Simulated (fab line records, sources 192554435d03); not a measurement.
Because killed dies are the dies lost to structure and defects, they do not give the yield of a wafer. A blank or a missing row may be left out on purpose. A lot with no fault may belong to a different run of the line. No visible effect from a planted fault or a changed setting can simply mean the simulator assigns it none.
fab line records :: flow n5_finfet
[record]
  lots = 5
  wafers = 12
  last_day = 17
route steps=1938 shown PMOS_HMC_CHANNEL_EPI@83 FIN_SAQP@90 FIN_CUT@174 STI_FIN_REVEAL@197 PASSIVATION@1936
lots with no fault: from the same line, run without faults
start_h: hours from the record's first day to the start of the lot's first wafer shown :: wait_h: how many hours have passed since the lot's step before this one :: " unchanged from the row above :: L1.1+2: a row that stands for several wafers :: - value missing, or start not given :: * or withheld: withheld :: < > ~ a bound
route shown NAME@n: NAME is a module with steps in the file, n the number in the route of the first one :: usual: the fault-free wafers' mean and standard deviation :: same: alike in all rows :: chamber/n: place in a boat :: sites: per-site readings :: _std_site: standard deviation across them :: _edge_site: the outer-site mean with the inner-site mean subtracted :: radius_mm: for every site, how far away it sits from the centre of the wafer :: mask NAME#n: copy n :: behind: the last tool/chamber to shape the wafer :: hold: reason for holding the lot/hours on hold/outcome of the hold :: device: which transistor (n, p or np) failed to switch :: end of line: at the end of the route, the tests of the same wafers :: step lacking rows: just its recipe :: killed: not the wafer's yield, but the dies lost to structure and defects at the first sort :: map: shows each die of a wafer: x if killed, . if not, _ if none is there
set.NAME: the setting the step ran with; set.NAME@STEP: the setting that earlier step ran with :: model.NAME: the simulator's own value behind a step, which no gauge read
certain route steps with their lots: each step a table, each wafer a row
services: from which hour (start_h, from the record's first day; less than 0 if before it) a tool's chamber was out of use, for how many hours, and why
[[steps]]
[step N5_PMOS_HMC_CHANNEL_EPI_PRECLEAN_40]
[recipe]
  chemistry = DHF
  time_s = 30
  temp_c = 25
  dilution = withheld
[step N5_PMOS_HMC_CHANNEL_EPI_PRECLEAN_37]
[recipe]
  chemistry = O3/DIW
  time_s = 45
  temp_c = 22
  o3_ppm = 10
[step N5_PMOS_HMC_CHANNEL_EPI_PRECLEAN_24]
[recipe]
  chemistry = DHF
  time_s = 30
  temp_c = 25
  dilution = withheld
[step N5_PMOS_HMC_CHANNEL_EPI_SRD_25]
[recipe]
  dry = ipa_marangoni
  do_ppb = 5
  time_s = 30
  temp_c = 23
  rinse_liquid = diw
[step N5_PMOS_HMC_CHANNEL_EPI_EPI_26]
[recipe]
  material = Si
  target_thk_a = 38
  temp_c = 650
  precursor = SiH4/H2
  pressure_torr = 20
  time_s = 22.7
[step N5_FIN_SAQP_PRECLEAN_42]
[recipe]
  chemistry = O3/DIW
  time_s = 60
  temp_c = 22
  o3_ppm = 10
[step N5_FIN_SAQP_PRECLEAN_00]
[recipe]
  chemistry = SC1
  time_s = 60
  temp_c = 55
  mix = 1:2:50
[step N5_FIN_SAQP_PRECLEAN_44]
[recipe]
  chemistry = SC2
  time_s = 45
  temp_c = 35
  mix = 1:1:50
[step N5_FIN_SAQP_SRD_01]
[recipe]
  dry = ipa_marangoni
  time_s = 30
  temp_c = 23
  rinse_liquid = diw
[step N5_FIN_SAQP_ALD_61]
[recipe]
  material = SiO2
  target_thk_a = 40
  temp_c = 300
  ald_precursor_family = BDEAS
  ald_co_reactant = O2-plasma
  pulse_time_s = 1
  purge_time_s = 2
  co_reactant_purge_time_s = 2
  ald_cycles = 43
  pressure_torr = 2
[usual]
  ald_cycles = 43/0
  heater_power_w = 479/42
  precursor_pulse_height_rel = 1.002/0.02
lot.wafer: L267.3
tool: ald_sin-03
chamber: 3
start_h: 32.51
wait_h: 0.0
ald_cycles: 43
heater_power_w: 442
precursor_pulse_height_rel: 0.980
model.SiO2_of_FIN_SAQP_ALD_61.thk_nm: 3.987

lot.wafer: L267.4
tool: ald_sin-03
chamber: 1
start_h: 32.51
wait_h: 0.0
ald_cycles: 43
heater_power_w: 500
precursor_pulse_height_rel: 1.006
model.SiO2_of_FIN_SAQP_ALD_61.thk_nm: 4.004

lot.wafer: L267.6
tool: ald_sin-03
chamber: 0
start_h: 32.51
wait_h: 0.0
ald_cycles: 43
heater_power_w: 435
precursor_pulse_height_rel: 1.003
model.SiO2_of_FIN_SAQP_ALD_61.thk_nm: 3.997

lot.wafer: L273.3
tool: ald_sin-03
chamber: 1
start_h: 69.36
wait_h: 0.0
ald_cycles: 43
heater_power_w: 493
precursor_pulse_height_rel: 1.014
model.SiO2_of_FIN_SAQP_ALD_61.thk_nm: 4.036

lot.wafer: L273.6
tool: ald_sin-03
chamber: 1
start_h: 69.36
wait_h: 0.0
ald_cycles: 22
heater_power_w: 492
precursor_pulse_height_rel: 0.992
model.SiO2_of_FIN_SAQP_ALD_61.thk_nm: 2.048

lot.wafer: L278.1
tool: ald_sin-03
chamber: 1
start_h: 99.45
wait_h: 0.7
ald_cycles: 22
heater_power_w: 510
precursor_pulse_height_rel: 1.040
model.SiO2_of_FIN_SAQP_ALD_61.thk_nm: 2.039

lot.wafer: L278.3
tool: ald_sin-03
chamber: 0
start_h: 99.45
wait_h: 0.7
ald_cycles: 43
heater_power_w: 428
precursor_pulse_height_rel: 1.002
model.SiO2_of_FIN_SAQP_ALD_61.thk_nm: 4.005

lot.wafer: L279.5
tool: ald_sin-03
chamber: 0
start_h: 104.42
wait_h: 0.1
ald_cycles: 43
heater_power_w: 440
precursor_pulse_height_rel: 1.002
model.SiO2_of_FIN_SAQP_ALD_61.thk_nm: 4.009

lot.wafer: L279.6
tool: ald_sin-03
chamber: 1
start_h: 104.42
wait_h: 0.1
ald_cycles: 22
heater_power_w: 505
precursor_pulse_height_rel: 0.982
model.SiO2_of_FIN_SAQP_ALD_61.thk_nm: 2.068

lot.wafer: L283.3
tool: ald_sin-02
chamber: 3
start_h: 129.45
wait_h: 0.2
ald_cycles: 43
heater_power_w: 483
precursor_pulse_height_rel: 1.011
model.SiO2_of_FIN_SAQP_ALD_61.thk_nm: 3.978

lot.wafer: L283.4
tool: ald_sin-02
chamber: 0
start_h: 129.45
wait_h: 0.2
ald_cycles: 43
heater_power_w: 459
precursor_pulse_height_rel: 0.981
model.SiO2_of_FIN_SAQP_ALD_61.thk_nm: 3.988

lot.wafer: L283.5
tool: ald_sin-02
chamber: 0
start_h: 129.45
wait_h: 0.2
ald_cycles: 43
heater_power_w: 464
precursor_pulse_height_rel: 0.990
model.SiO2_of_FIN_SAQP_ALD_61.thk_nm: 3.995
[step N5_FIN_SAQP_DENSIFY_62]
[recipe]
  temp_c = 700
  time_s = 60
  ambient = N2
  idle_temp_c = 600
  ramp_up_c_per_s = 150
  ramp_down_c_per_s = 60
  cool_to_c = 600
[step N5_FIN_SAQP_HM_DEP_03]
[recipe]
  material = SiNx
  target_thk_a = 380
  temp_c = 400
  precursor = SiH4/NH3/N2
  pressure_torr = 1.5
  rf_w = 300
  time_s = 33.6
[step N5_FIN_SAQP_PECVD_47]
[recipe]
  material = a-Si
  target_thk_a = 450
  temp_c = 400
  precursor = SiH4/He
  pressure_torr = 3
  rf_w = 100
  time_s = 36.3
[step N5_FIN_SAQP_PECVD_48]
[recipe]
  material = SiNx
  target_thk_a = 250
  temp_c = 400
  precursor = SiH4/NH3/N2
  pressure_torr = 1.5
  rf_w = 300
  time_s = 22.1
[step N5_FIN_SAQP_PECVD_06]
[recipe]
  material = a-Si
  target_thk_a = 600
  temp_c = 400
  precursor = SiH4/He
  pressure_torr = 3
  rf_w = 100
  time_s = 48.1
[step N5_FIN_SAQP_HM_DEP_72]
[recipe]
  material = SiO2
  target_thk_a = 120
  temp_c = 400
  precursor = SiH4/N2O
  pressure_torr = 0.75
  rf_w = 275
  time_s = 7.2
[step N5_FIN_SAQP_COAT_49]
[recipe]
  resist = SOC
  temp_c = 250
  time_s = 60
  spin_rpm = 1500
  resist_thk_nm = 100
[step N5_FIN_SAQP_COAT_50]
[recipe]
  resist = SiARC
  temp_c = 220
  time_s = 60
  spin_rpm = 1500
  resist_thk_nm = 35
[step N5_FIN_SAQP_COAT_10]
[recipe]
  resist = CAR-ArF
  spin_rpm = 1500
  resist_thk_nm = 90
[step N5_FIN_SAQP_EBR_12]
[recipe]
  solvent = PGMEA
  ebr_width_mm = 1.5
[step N5_FIN_SAQP_SOFTBAKE_11]
[recipe]
  temp_c = 110
  time_s = 60
  resist = CAR-ArF
[step N5_FIN_SAQP_EXPOSE_13]
[recipe]
  mask_id = FIN_CORE
  na = 1.35
  source_shape = dipole
  sigma_inner = 0.538
  sigma_outer = 0.738
  polarization = te
  target_cd_nm = 35.6
  dose_mj = 63.25
[step N5_FIN_SAQP_PEB_14]
[recipe]
  peb_temp_c = withheld
  peb_time_s = 60
  resist = CAR-ArF
[step N5_FIN_SAQP_DEVELOP_15]
[recipe]
  develop_time_s = 30
  developer = TMAH
  resist = CAR-ArF
  dev_temp_c = 23
  rinse_liquid = diw
  dry = air_spin
[step N5_FIN_SAQP_DESCUM_21]
[recipe]
  chemistry = O2
  time_s = 7.9
  source_power_w = 50
  bias_power_w = 20
  pressure_mtorr = 20
  rf_frequency_hz = 2.712e+07
  temp_c = 40
  resist = CAR-ArF
  o2_flow_sccm = 225
[step N5_FIN_SAQP_ETCH_51]
[recipe]
  chemistry = CF4
  target = SiARC
  target_depth_a = 455
  mask_material = CAR-ArF
  time_s = 75.8
  ion_energy_ev = 80
  pressure_mtorr = 40
  source_w = 545
  bias_w = 36
  Ar_flow_sccm = 100
  cf4_flow_sccm = 100
  ends = cleared
[step N5_FIN_SAQP_ETCH_52]
[recipe]
  chemistry = N2/H2
  target = SOC
  target_depth_a = 1000
  overetch_a = 200
  mask_material = SiARC
  temp_c = 40
  time_s = 150
  ion_energy_ev = 200
  pressure_mtorr = 30
  source_w = 840
  bias_w = 150
  n2_flow_sccm = 200
  h2_flow_sccm = 200
  ends = end_point
[step N5_FIN_SAQP_STRIP_53]
[recipe]
  chemistry = N2/H2
  temp_c = 40
  n2_flow_sccm = 200
  h2_flow_sccm = 200
  rf_frequency_hz = 6e+07
[step N5_FIN_SAQP_HM_OPEN_73]
[recipe]
  chemistry = CHF3/O2
  target = SiO2
  stop_on = a-Si
  target_depth_a = 120
  over_etch_frac = 1.8
  mask_material = SOC
  time_s = 16.8
  pressure_mtorr = 30
  source_w = 650
  bias_w = 170
  Ar_flow_sccm = 200
  CHF3_flow_sccm = 50
  O2_flow_sccm = 5
  ion_energy_ev = 200
  ends = end_point
[step N5_FIN_SAQP_STRIP_74]
[recipe]
  chemistry = CHF3/O2
  resist = SiARC
  rf_frequency_hz = 6e+07
[step N5_FIN_SAQP_MANDREL_ETCH_22]
[recipe]
  target_depth_a = 600
  chemistry = HBr/Cl2
  target = a-Si
  stop_on = SiNx
  bt_time_s = 10
  over_etch_frac = 0.5
  time_s = 30
  pressure_mtorr = 10
  icp_w = 800
  bias_w = 75
  HBr_flow_sccm = 150
  Cl2_flow_sccm = 80
  ends = end_point
[step N5_FIN_SAQP_STRIP_55]
[recipe]
  chemistry = N2/H2
  power_w = 500
  temp_c = 40
  pressure_mtorr = 50
  rf_frequency_hz = 6e+07
  overash_fraction = 0.3
  bias_power_w = 28
  h2_frac = 0.5
  n2_flow_sccm = 300
  h2_flow_sccm = 300
[step N5_FIN_SAQP_STRIP_23]
[recipe]
  chemistry = SPM
  time_s = 750
  temp_c = 130
  h2so4_h2o2_vol_ratio = 4
[step N5_FIN_SAQP_SRD_66]
[recipe]
  dry = ipa_marangoni
  time_s = 30
  temp_c = 23
  rinse_liquid = diw
[step N5_FIN_CUT_CUT_ETCH_27]
[recipe]
  chemistry = CHF3/O2
  target = SiO2
  target_depth_a = 40
  mask_material = SOC
  overetch_a = 20
  time_s = 4.9
  pressure_mtorr = 30
  source_w = 650
  bias_w = 170
  Ar_flow_sccm = 200
  CHF3_flow_sccm = 50
  O2_flow_sccm = 5
  ion_energy_ev = 200
[usual]
  drypump_motor_current_A = 5.4/0.46
  mfc_ar_sccm = 200.1/0.59
  oes_product_au = 0.62/0.048
  rf_vpp_V = 524/8.3
  showerhead_plenum_p_Torr = 2.44/0.056
  throttle_valve_pct = 18.85/0.16
lot.wafer: L267.3
tool: rie_diel-02
chamber: 3
start_h: 40.61
wait_h: 0.0
drypump_motor_current_A: 4.9
mfc_ar_sccm: 200.1
oes_product_au: 0.62
rf_hours_counter_h: 125
rf_vpp_V: 528
showerhead_plenum_p_Torr: 2.53
throttle_valve_pct: 18.63
model.etch.depth_nm: 3.987

lot.wafer: L267.4
tool: rie_diel-02
chamber: 2
start_h: 40.61
wait_h: 0.0
drypump_motor_current_A: 6.4
mfc_ar_sccm: 200.1
oes_product_au: 0.56
rf_hours_counter_h: 224
rf_vpp_V: 528
showerhead_plenum_p_Torr: 2.50
throttle_valve_pct: 19.12
model.etch.depth_nm: 4.004

lot.wafer: L267.6
tool: rie_diel-02
chamber: 1
start_h: 40.61
wait_h: 0.0
drypump_motor_current_A: 5.7
mfc_ar_sccm: 200.4
oes_product_au: 0.65
rf_hours_counter_h: -
rf_vpp_V: 520
showerhead_plenum_p_Torr: 2.41
throttle_valve_pct: 18.61
model.etch.depth_nm: 3.997

lot.wafer: L273.3
tool: rie_diel-02
chamber: 3
start_h: 77.26
wait_h: 0.0
drypump_motor_current_A: 5.0
mfc_ar_sccm: 199.4
oes_product_au: 0.62
rf_hours_counter_h: 136
rf_vpp_V: 529
showerhead_plenum_p_Torr: 2.52
throttle_valve_pct: 18.65
model.etch.depth_nm: 4.036

lot.wafer: L273.6
tool: rie_diel-02
chamber: 0
start_h: 77.26
wait_h: 0.0
drypump_motor_current_A: 5.3
mfc_ar_sccm: 199.5
oes_product_au: 0.43
rf_hours_counter_h: -
rf_vpp_V: 521
showerhead_plenum_p_Torr: 2.39
throttle_valve_pct: 18.94
model.etch.depth_nm: 2.048

lot.wafer: L278.1
tool: rie_diel-04
chamber: 0
start_h: 105.80
wait_h: 0.0
drypump_motor_current_A: 5.2
mfc_ar_sccm: 199.6
oes_product_au: 0.49
rf_hours_counter_h: 69
rf_vpp_V: 518
showerhead_plenum_p_Torr: 2.44
throttle_valve_pct: 18.75
model.etch.depth_nm: 2.039

lot.wafer: L278.3
tool: rie_diel-04
chamber: 1
start_h: 105.80
wait_h: 0.0
drypump_motor_current_A: 6.1
mfc_ar_sccm: 200.5
oes_product_au: 0.61
rf_hours_counter_h: 141
rf_vpp_V: 525
showerhead_plenum_p_Torr: 2.52
throttle_valve_pct: 18.73
model.etch.depth_nm: 4.005

lot.wafer: L279.5
tool: rie_diel-06
chamber: 1
start_h: 110.93
wait_h: 0.0
drypump_motor_current_A: 5.5
mfc_ar_sccm: 200.3
oes_product_au: 0.61
rf_hours_counter_h: -
rf_vpp_V: 520
showerhead_plenum_p_Torr: 2.51
throttle_valve_pct: 19.00
model.etch.depth_nm: 4.009

lot.wafer: L279.6
tool: rie_diel-06
chamber: 0
start_h: 110.93
wait_h: 0.0
drypump_motor_current_A: 4.9
mfc_ar_sccm: 199.9
oes_product_au: 0.42
rf_hours_counter_h: -
rf_vpp_V: 517
showerhead_plenum_p_Torr: 2.40
throttle_valve_pct: 18.60
model.etch.depth_nm: 2.068

lot.wafer: L283.3
tool: rie_diel-04
chamber: 1
start_h: 136.18
wait_h: 0.0
drypump_motor_current_A: 6.1
mfc_ar_sccm: 201.3
oes_product_au: 0.61
rf_hours_counter_h: 150
rf_vpp_V: 525
showerhead_plenum_p_Torr: 2.51
throttle_valve_pct: 18.74
model.etch.depth_nm: 3.978

lot.wafer: L283.4
tool: rie_diel-04
chamber: 2
start_h: 136.18
wait_h: 0.0
drypump_motor_current_A: 5.0
mfc_ar_sccm: 200.2
oes_product_au: 0.69
rf_hours_counter_h: -
rf_vpp_V: 545
showerhead_plenum_p_Torr: 2.36
throttle_valve_pct: 18.93
model.etch.depth_nm: 3.988

lot.wafer: L283.5
tool: rie_diel-04
chamber: 0
start_h: 136.18
wait_h: 0.0
drypump_motor_current_A: 5.1
mfc_ar_sccm: 200.0
oes_product_au: 0.63
rf_hours_counter_h: -
rf_vpp_V: 516
showerhead_plenum_p_Torr: 2.44
throttle_valve_pct: 18.79
model.etch.depth_nm: 3.995
[step N5_STI_FIN_REVEAL_STRIP_16]
[recipe]
  chemistry = H3PO4
  material = SiNx
  temp_c = 165
  target_depth_a = 238
  overetch_fraction = 0.4964
  dry = ipa_marangoni
lot.wafer: L267.3+4+6
tool: wet_bench-04
chamber: 2,7,3
start_h: 49.15
wait_h: 0.6
model.SiO2_of_FIN_SAQP_ALD_61.thk_nm: 3.8

lot.wafer: L273.3
tool: wet_bench-04
chamber: 6
start_h: 85.31
wait_h: 0.6
model.SiO2_of_FIN_SAQP_ALD_61.thk_nm: 3.8

lot.wafer: L273.6
tool: wet_bench-04
chamber: 2
start_h: 85.31
wait_h: 0.6
model.SiO2_of_FIN_SAQP_ALD_61.thk_nm: 1.8

lot.wafer: L278.1
tool: wet_bench-01
chamber: 7
start_h: 113.98
wait_h: 1.1
model.SiO2_of_FIN_SAQP_ALD_61.thk_nm: 1.8

lot.wafer: L278.3
tool: wet_bench-01
chamber: 3
start_h: 113.98
wait_h: 1.1
model.SiO2_of_FIN_SAQP_ALD_61.thk_nm: 3.8

lot.wafer: L279.5
tool: wet_bench-01
chamber: 7
start_h: 118.95
wait_h: 0.0
model.SiO2_of_FIN_SAQP_ALD_61.thk_nm: 3.8

lot.wafer: L279.6
tool: wet_bench-01
chamber: 6
start_h: 118.95
wait_h: 0.0
model.SiO2_of_FIN_SAQP_ALD_61.thk_nm: 1.8

lot.wafer: L283.3+4+5
tool: wet_bench-04
chamber: 3,2,1
start_h: 144.99
wait_h: 0.6
model.SiO2_of_FIN_SAQP_ALD_61.thk_nm: 3.8
[step N5_PASSIVATION_PROBE_49]
[usual]
  killed_at_M0_to_M3 = 33/9.9
  killed_at_M4_up = 14/6.4
  killed_at_contacts = 12/7
  killed_at_front_end = 41/13
  killed_at_other = 3.1/2.9
  killed_dies = 103/20
  killed_on_rim = 13/4
  killed_open = 67/14
  killed_short = 34/9.4
[same]
  gross_dies = 1180
  killed_at_back_side = 0
lot.wafer: L273.6
tool: prober-01
chamber: -
start_h: 305.24
wait_h: 0.3
killed_at_M0_to_M3: 37
killed_at_M4_up: 8
killed_at_contacts: 8
killed_at_front_end: 38
killed_at_other: 6
killed_dies: 97
killed_on_rim: 15
killed_open: 63
killed_short: 32

lot.wafer: L278.1
tool: prober-02
chamber: -
start_h: 351.40
wait_h: 0.0
killed_at_M0_to_M3: 31
killed_at_M4_up: 11
killed_at_contacts: 10
killed_at_front_end: 22
killed_at_other: 5
killed_dies: 79
killed_on_rim: 19
killed_open: 50
killed_short: 27

lot.wafer: L278.3
tool: prober-02
chamber: -
start_h: 351.50
wait_h: 0.1
killed_at_M0_to_M3: 37
killed_at_M4_up: 11
killed_at_contacts: 14
killed_at_front_end: 30
killed_at_other: 2
killed_dies: 94
killed_on_rim: 9
killed_open: 59
killed_short: 35

lot.wafer: L279.6
tool: prober-01
chamber: -
start_h: 363.13
wait_h: 0.3
killed_at_M0_to_M3: 57
killed_at_M4_up: 12
killed_at_contacts: 25
killed_at_front_end: 62
killed_at_other: 11
killed_dies: 167
killed_on_rim: 23
killed_open: 102
killed_short: 64

lot.wafer: L283.3
tool: prober-01
chamber: -
start_h: 402.55
wait_h: 0.1
killed_at_M0_to_M3: 31
killed_at_M4_up: 4
killed_at_contacts: 12
killed_at_front_end: 16
killed_at_other: 7
killed_dies: 70
killed_on_rim: 16
killed_open: 48
killed_short: 19

lot.wafer: L283.4
tool: prober-01
chamber: -
start_h: 402.60
wait_h: 0.2
killed_at_M0_to_M3: 33
killed_at_M4_up: 8
killed_at_contacts: 14
killed_at_front_end: 35
killed_at_other: 3
killed_dies: 93
killed_on_rim: 10
killed_open: 66
killed_short: 25

lot.wafer: L283.5
tool: prober-01
chamber: -
start_h: 402.65
wait_h: 0.2
killed_at_M0_to_M3: 26
killed_at_M4_up: 8
killed_at_contacts: 12
killed_at_front_end: 32
killed_at_other: 9
killed_dies: 87
killed_on_rim: 12
killed_open: 52
killed_short: 31
// killed by level:class
L273.6 FIN_SAQP:geometric_particle:short=11 BEOL_M0_SAQP:geometric_particle:open=10 BEOL_M2:geometric_particle:open=10 STI_FIN_REVEAL:geometric_particle:open=8 MOL_CONTACT_COAG:geometric_particle:open=8 FIN_SAQP:geometric_particle:open=7 BEOL_M0_SAQP:geometric_particle:short=7 BEOL_M1:geometric_particle:open=5
L278.1 BEOL_M2:geometric_particle:open=9 MOL_CONTACT_COAG:geometric_particle:open=6 BEOL_M4:geometric_particle:open=6 BEOL_M0_SAQP:geometric_particle:open=5 FIN_SAQP:geometric_particle:short=4 MOL_CONTACT_COAG:geometric_particle:short=4 BEOL_M0_SAQP:geometric_particle:short=4 BEOL_M2:geometric_particle:short=4
L278.3 MOL_CONTACT_COAG:geometric_particle:open=11 FIN_SAQP:geometric_particle:open=9 FIN_SAQP:geometric_particle:short=9 BEOL_M0_SAQP:geometric_particle:short=9 BEOL_M1:geometric_particle:open=8 BEOL_M4:geometric_particle:open=7 BEOL_M0_SAQP:geometric_particle:open=5 BEOL_M2:geometric_particle:short=5
L279.6 BEOL_M0_SAQP:geometric_particle:short=20 STI_FIN_REVEAL:geometric_particle:open=20 MOL_CONTACT_COAG:geometric_particle:open=20 BEOL_M0_SAQP:geometric_particle:open=14 FIN_SAQP:geometric_particle:open=9 FIN_SAQP:geometric_particle:short=9 GATE_CUT:geometric_particle:short=7 BEOL_M2:geometric_particle:open=7
L283.3 MOL_CONTACT_COAG:geometric_particle:open=12 DUMMY_GATE:geometric_particle:open=6 BEOL_M3:geometric_particle:open=6 BEOL_M2:geometric_particle:open=5 BEOL_M1:geometric_particle:short=4 MIM_TOP_ETCH:geometric_particle:short=4 MIM_TOP_ETCH:geometric_particle:open=3 BEOL_M0:geometric_particle:open=3
L283.4 BEOL_M3:geometric_particle:open=11 MOL_CONTACT_COAG:geometric_particle:open=11 STARTING-WAFER:geometric_particle:open=7 DUMMY_GATE:geometric_particle:open=5 BEOL_M0:geometric_particle:open=5 FIN_CUT:geometric_particle:open=4 STI_FIN_REVEAL:geometric_particle:open=3 GATE_CUT:geometric_particle:open=3
L283.5 BEOL_M3:geometric_particle:open=13 MOL_CONTACT_COAG:geometric_particle:open=11 STI_FIN_REVEAL:geometric_particle:open=8 STARTING-WAFER:geometric_particle:short=6 GATE_CUT:geometric_particle:short=5 BEOL_M2:geometric_particle:open=4 MIM_TOP_ETCH:geometric_particle:short=3 STARTING-WAFER:geometric_particle:open=3
[[services]]
tool: rie_diel-06
chamber: 2
start_h: 11.06
hours: 20.0
kind: repair

tool: rie_diel-06
chamber: 0
start_h: 26.47
hours: 6.5
kind: repair

tool: rie_diel-04
chamber: 2
start_h: 77.28
hours: 6.0
kind: repair

tool: ald_sin-02
chamber: 1
start_h: 102.28
hours: 21.5
kind: repair

tool: ald_sin-03
chamber: 1
start_h: 116.87
hours: 3.1
kind: repair

tool: ald_sin-03
chamber: 2
start_h: 117.68
hours: 11.0
kind: repair

tool: rie_diel-02
chamber: 2
start_h: 131.19
hours: -
kind: clean

tool: rie_diel-02
chamber: 2
start_h: 131.19
hours: -
kind: consumable_replace:focus_ring

tool: rie_diel-02
chamber: 2
start_h: 131.19
hours: 24.2
kind: scheduled_down

tool: rie_diel-02
chamber: 2
start_h: 131.19
hours: 24.2
kind: vent_cycle

tool: rie_diel-04
chamber: 3
start_h: 133.61
hours: 22.5
kind: repair

tool: rie_diel-06
chamber: 2
start_h: 136.40
hours: 2.6
kind: repair

tool: ald_sin-02
chamber: 0
start_h: 138.03
hours: 2.0
kind: repair

tool: rie_diel-06
chamber: 3
start_h: 139.23
hours: -
kind: clean

tool: rie_diel-06
chamber: 3
start_h: 139.23
hours: -
kind: consumable_replace:focus_ring

tool: rie_diel-06
chamber: 3
start_h: 139.23
hours: 27.9
kind: scheduled_down

tool: rie_diel-06
chamber: 3
start_h: 139.23
hours: 27.9
kind: vent_cycle
[[key]]
[first_sign]
  step = N5_FIN_SAQP_ALD_61
  reading = ald_cycles
  direction = down
  sigmas = 99+
  usual = *
  struck = *
[effect]
  step = N5_FIN_CUT_CUT_ETCH_27
  reading = oes_product_au
  direction = down
  sigmas = 3.6
  usual = 0.62
  struck = 0.44
[model_effect]
  step = N5_FIN_SAQP_ALD_61
  value = SiO2_of_FIN_SAQP_ALD_61.thk_nm
  without = 4.005
  struck = 2.052
[model_effect]
  step = N5_FIN_CUT_CUT_ETCH_27
  value = etch.depth_nm
  without = 4.005
  struck = 2.052
[model_effect]
  step = N5_STI_FIN_REVEAL_STRIP_16
  value = SiO2_of_FIN_SAQP_ALD_61.thk_nm
  without = 3.8
  struck = 1.8
met_at N5_FIN_SAQP_ALD_61
struck_wafers L273.6,L278.1,L279.6
tester_left_out L273,L278,L279
onset_between 32.51 69.36
[fault]
  kind = process_parameter_drift
  tool = ald_sin-03
  chamber = -
  onset_h = 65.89
  steps = N5_FIN_SAQP_ALD_61
  channel = ald_cycles
  offset = *
  shape = step
  end_h = 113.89
  scope = struck_wafers_only
  acts_in = *
  stated = *
// tester_left_out: of these lots the tester's yield and bins aren't shown, on N5 and GAA mostly nor the transistor test; their killed dies are dies lost to structure and defects alone, not to doping, threshold or leakage, so they don't give the yield
